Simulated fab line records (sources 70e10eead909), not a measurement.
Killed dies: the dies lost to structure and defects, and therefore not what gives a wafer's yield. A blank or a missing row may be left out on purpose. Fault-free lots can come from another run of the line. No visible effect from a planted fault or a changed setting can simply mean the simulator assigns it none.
Matching of chambers + flow nand_harc + ald_metal-04 running NHARC_P_CONTACT_ALD_22: 3 sister chambers
The step deposits TiN, target thk 3 nm, pulse time 1 s, ald cycles 150. 6 wafers are shown with their chamber, then 8 later ones without.

== WAFERS WITH THEIR CHAMBER ==
| wafer  | chamber | heater_power_w (W) | precursor_pulse_height_rel |
|--------|---------|--------------------|----------------------------|
| L082.6 | 1       | 1158               | 1.049                      |
| L086.1 | 2       | 1283               | 0.979                      |
| L086.4 | 1       | 1187               | 0.996                      |
| L089.3 | 3       | 1017               | 1.003                      |
| L089.4 | 2       | 1336               | 1.004                      |
| L089.5 | 3       | 1031               | 0.969                      |

== WAFERS MISSING THEIR CHAMBER ==
| wafer  | heater_power_w (W) | precursor_pulse_height_rel |
|--------|--------------------|----------------------------|
| L090.1 | 1325               | 1.016                      |
| L090.5 | 1278               | 0.992                      |
| L090.6 | 992                | 0.961                      |
| L093.2 | 1302               | 0.991                      |
| L093.3 | 1016               | 1.030                      |
| L093.4 | 1203               | 0.986                      |
| L095.3 | 996                | 1.023                      |
| L095.4 | 1223               | 0.996                      |

== WHICH CHAMBER EACH ONE RAN IN ==
| wafer  | from the rows above     | in truth |
|--------|-------------------------|----------|
| L090.1 | 2                       | 2        |
| L090.5 | 2                       | 2        |
| L090.6 | 3                       | 3        |
| L093.2 | 2                       | 2        |
| L093.3 | 3                       | 3        |
| L093.4 | 1                       | 1        |
| L095.3 | 3                       | 3        |
| L095.4 | can't be placed: 1 or 2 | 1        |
Correct placement for 7 of the 8. Can't be placed from these rows: 1 (the true chamber is among the candidates in 1). Wrongly placed: 0.
How it was worked out, from the rows above alone: a wafer's distance from a chamber is the root of the sum, over the readings, of the square of ((its reading less the chamber's mean) divided by the reading's scatter). If the next closest chamber is less than 2 further off than the closest, the wafer can't be placed; otherwise it belongs to the closest. Each chamber's mean is taken over the wafers shown for it. How the scatter is found: for the shown wafers, subtract from each reading the mean of its chamber, square and add these, divide the total by (wafers less chambers), then take the root.
